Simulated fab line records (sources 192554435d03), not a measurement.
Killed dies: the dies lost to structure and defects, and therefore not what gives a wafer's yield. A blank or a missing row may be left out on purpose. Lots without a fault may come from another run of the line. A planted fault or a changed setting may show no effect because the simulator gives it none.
Split-lot trial :: flow n5Finfet :: 39 wafers read from 7 lots, route of 1938 steps

== ON THE SPLIT ==
At N5_BEOL_M11_ILD_DEP_00 (deposits SiCOH lowk from DEMS/porogen, target thk 308.51 nm, time 58 s), the setting targetThkA was moved away from the recipe's 3085.1 angstrom on 18 of the 39 wafers read, by -43.3% to +45.5%. For the rest of the wafers, this setting stayed at what the recipe calls for.

== SPLIT TO READING: what lies between them in the file, 1 step ==
- N5_BEOL_M11_CURE_71: cures SiCOH lowk, time 240 s

== THE READING ==
M11_ILD_THK at N5_BEOL_M11_THK_MEAS_01, in nm. Typical for fault-free wafers on this fab line: 268 nm, with standard deviation 3.4 nm.

wafer: L076.1
tool, chamber at the split: pecvd-02, 2
targetThkA as run, angstrom: 3085.1
against the recipe: recipe
M11_ILD_THK, nm: 267
against lot-mates on the recipe: -

wafer: L076.2
tool, chamber at the split: pecvd-02, 1
targetThkA as run, angstrom: 3085.1
against the recipe: recipe
M11_ILD_THK, nm: 263
against lot-mates on the recipe: -

wafer: L076.3
tool, chamber at the split: pecvd-02, 0
targetThkA as run, angstrom: 2146
against the recipe: -30.4%
M11_ILD_THK, nm: 182
against lot-mates on the recipe: -84

wafer: L076.4
tool, chamber at the split: pecvd-02, 2
targetThkA as run, angstrom: 2146
against the recipe: -30.4%
M11_ILD_THK, nm: 186
against lot-mates on the recipe: -80

wafer: L076.5
tool, chamber at the split: pecvd-02, 1
targetThkA as run, angstrom: 3085.1
against the recipe: recipe
M11_ILD_THK, nm: 267
against lot-mates on the recipe: -

wafer: L076.6
tool, chamber at the split: pecvd-02, 0
targetThkA as run, angstrom: 2146
against the recipe: -30.4%
M11_ILD_THK, nm: 184
against lot-mates on the recipe: -82

wafer: L078.1
tool, chamber at the split: pecvd-01, 2
targetThkA as run, angstrom: 3085.1
against the recipe: recipe
M11_ILD_THK, nm: 268
against lot-mates on the recipe: -

wafer: L078.2
tool, chamber at the split: pecvd-01, 1
targetThkA as run, angstrom: 2119
against the recipe: -31.3%
M11_ILD_THK, nm: 180
against lot-mates on the recipe: -90

wafer: L078.3
tool, chamber at the split: pecvd-01, 0
targetThkA as run, angstrom: 2119
against the recipe: -31.3%
M11_ILD_THK, nm: 181
against lot-mates on the recipe: -89

wafer: L078.4
tool, chamber at the split: pecvd-01, 1
targetThkA as run, angstrom: 3085.1
against the recipe: recipe
M11_ILD_THK, nm: 269
against lot-mates on the recipe: -

wafer: L078.5
tool, chamber at the split: pecvd-01, 0
targetThkA as run, angstrom: 2119
against the recipe: -31.3%
M11_ILD_THK, nm: 184
against lot-mates on the recipe: -86

wafer: L078.6
tool, chamber at the split: pecvd-01, 2
targetThkA as run, angstrom: 3085.1
against the recipe: recipe
M11_ILD_THK, nm: 272
against lot-mates on the recipe: -

wafer: L080.1
tool, chamber at the split: pecvd-02, 2
targetThkA as run, angstrom: 4356
against the recipe: +41.2%
M11_ILD_THK, nm: 377
against lot-mates on the recipe: +108

wafer: L080.2
tool, chamber at the split: pecvd-02, 1
targetThkA as run, angstrom: 4356
against the recipe: +41.2%
M11_ILD_THK, nm: 376
against lot-mates on the recipe: +107

wafer: L080.3
tool, chamber at the split: pecvd-02, 0
targetThkA as run, angstrom: 4356
against the recipe: +41.2%
M11_ILD_THK, nm: 376
against lot-mates on the recipe: +107

wafer: L080.4
tool, chamber at the split: pecvd-02, 1
targetThkA as run, angstrom: 3085.1
against the recipe: recipe
M11_ILD_THK, nm: 267
against lot-mates on the recipe: -

wafer: L080.5
tool, chamber at the split: pecvd-02, 2
targetThkA as run, angstrom: 3085.1
against the recipe: recipe
M11_ILD_THK, nm: 271
against lot-mates on the recipe: -

wafer: L080.6
tool, chamber at the split: pecvd-02, 0
targetThkA as run, angstrom: 3085.1
against the recipe: recipe
M11_ILD_THK, nm: 268
against lot-mates on the recipe: -

wafer: L091.3
tool, chamber at the split: pecvd-03, 2
targetThkA as run, angstrom: 3085.1
against the recipe: recipe
M11_ILD_THK, nm: 268
against lot-mates on the recipe: -

wafer: L091.4
tool, chamber at the split: pecvd-03, 2
targetThkA as run, angstrom: 3085.1
against the recipe: recipe
M11_ILD_THK, nm: 270
against lot-mates on the recipe: -

wafer: L091.5
tool, chamber at the split: pecvd-03, 1
targetThkA as run, angstrom: 3085.1
against the recipe: recipe
M11_ILD_THK, nm: 269
against lot-mates on the recipe: -

wafer: L089.1
tool, chamber at the split: pecvd-01, 1
targetThkA as run, angstrom: 2434
against the recipe: -21.1%
M11_ILD_THK, nm: 209
against lot-mates on the recipe: -63

wafer: L089.2
tool, chamber at the split: pecvd-01, 0
targetThkA as run, angstrom: 3085.1
against the recipe: recipe
M11_ILD_THK, nm: 271
against lot-mates on the recipe: -

wafer: L089.3
tool, chamber at the split: pecvd-01, 2
targetThkA as run, angstrom: 2434
against the recipe: -21.1%
M11_ILD_THK, nm: 214
against lot-mates on the recipe: -58

wafer: L089.4
tool, chamber at the split: pecvd-01, 0
targetThkA as run, angstrom: 3085.1
against the recipe: recipe
M11_ILD_THK, nm: 273
against lot-mates on the recipe: -

wafer: L089.5
tool, chamber at the split: pecvd-01, 1
targetThkA as run, angstrom: 3085.1
against the recipe: recipe
M11_ILD_THK, nm: 271
against lot-mates on the recipe: -

wafer: L089.6
tool, chamber at the split: pecvd-01, 2
targetThkA as run, angstrom: 2434
against the recipe: -21.1%
M11_ILD_THK, nm: 217
against lot-mates on the recipe: -55

wafer: L093.1
tool, chamber at the split: pecvd-01, 0
targetThkA as run, angstrom: 4489
against the recipe: +45.5%
M11_ILD_THK, nm: 389
against lot-mates on the recipe: +124

wafer: L093.2
tool, chamber at the split: pecvd-01, 2
targetThkA as run, angstrom: 4489
against the recipe: +45.5%
M11_ILD_THK, nm: 387
against lot-mates on the recipe: +122

wafer: L093.3
tool, chamber at the split: pecvd-01, 1
targetThkA as run, angstrom: 3085.1
against the recipe: recipe
M11_ILD_THK, nm: 264
against lot-mates on the recipe: -

wafer: L093.4
tool, chamber at the split: pecvd-01, 1
targetThkA as run, angstrom: 3085.1
against the recipe: recipe
M11_ILD_THK, nm: 263
against lot-mates on the recipe: -

wafer: L093.5
tool, chamber at the split: pecvd-01, 2
targetThkA as run, angstrom: 4489
against the recipe: +45.5%
M11_ILD_THK, nm: 395
against lot-mates on the recipe: +130

wafer: L093.6
tool, chamber at the split: pecvd-01, 0
targetThkA as run, angstrom: 3085.1
against the recipe: recipe
M11_ILD_THK, nm: 269
against lot-mates on the recipe: -

wafer: L095.1
tool, chamber at the split: pecvd-03, 2
targetThkA as run, angstrom: 1750
against the recipe: -43.3%
M11_ILD_THK, nm: 146
against lot-mates on the recipe: -123

wafer: L095.2
tool, chamber at the split: pecvd-03, 0
targetThkA as run, angstrom: 1750
against the recipe: -43.3%
M11_ILD_THK, nm: 152
against lot-mates on the recipe: -117

wafer: L095.3
tool, chamber at the split: pecvd-03, 0
targetThkA as run, angstrom: 3085.1
against the recipe: recipe
M11_ILD_THK, nm: 269
against lot-mates on the recipe: -

wafer: L095.4
tool, chamber at the split: pecvd-03, 2
targetThkA as run, angstrom: 1750
against the recipe: -43.3%
M11_ILD_THK, nm: 151
against lot-mates on the recipe: -118

wafer: L095.5
tool, chamber at the split: pecvd-03, 2
targetThkA as run, angstrom: 3085.1
against the recipe: recipe
M11_ILD_THK, nm: 269
against lot-mates on the recipe: -

wafer: L095.6
tool, chamber at the split: pecvd-03, 0
targetThkA as run, angstrom: 3085.1
against the recipe: recipe
M11_ILD_THK, nm: 270
against lot-mates on the recipe: -

FIT RESULTS
A straight line over all 39 wafers: M11_ILD_THK changes by +2.7 nm for each +1% of targetThkA; r = +1.00; the points scatter about the line by 2.9 nm.
The same after taking each lot's own level away (the mean of its wafers on the recipe; 39 wafers): +2.72 nm for each +1%; r = +1.00; scatter 2.6 nm.
That fit puts the effect of the largest move of targetThkA on the reading at 1.2e+02 nm.
The lots' own levels span 265.3 to 271.7 nm, that is 1.9 times the standard deviation above.
The two slopes agree, so the slope changes little with the lot-to-lot level.
Check: with one of the wafers moved furthest among these (+45.5%) left out of the fit, the line predicts +123 nm for it against its lot-mates. Against them it came out at +124 nm.

== THE WHOLE CHAIN: every reading that the file lists as answering this split, in the file's order ==
step: N5_BEOL_M11_ILD_DEP_00
what it does: deposits SiCOH lowk from DEMS/porogen, target thk 308.51 nm, time 58 s
reading: SiCOH_lowk_of_BEOL_M11_ILD_DEP_00.thkNm (the simulator's own value, which no gauge read)
change (the file's fit): +3.08 nm for each +1% of the setting
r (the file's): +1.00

step: N5_BEOL_M11_CURE_71
what it does: cures SiCOH lowk, time 240 s
reading: SiCOH_lowk_of_BEOL_M11_ILD_DEP_00.thkNm (the simulator's own value, which no gauge read)
change (the file's fit): +2.72 nm for each +1% of the setting
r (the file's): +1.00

step: N5_BEOL_M11_THK_MEAS_01
what it does: 
reading: M11_ILD_THK
change (the file's fit): +2.72 for each +1% of the setting
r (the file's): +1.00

== THE FILE'S OWN FIT ==
M11_ILD_THK changes by +2.72 nm for each +1% of targetThkA, r = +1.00.
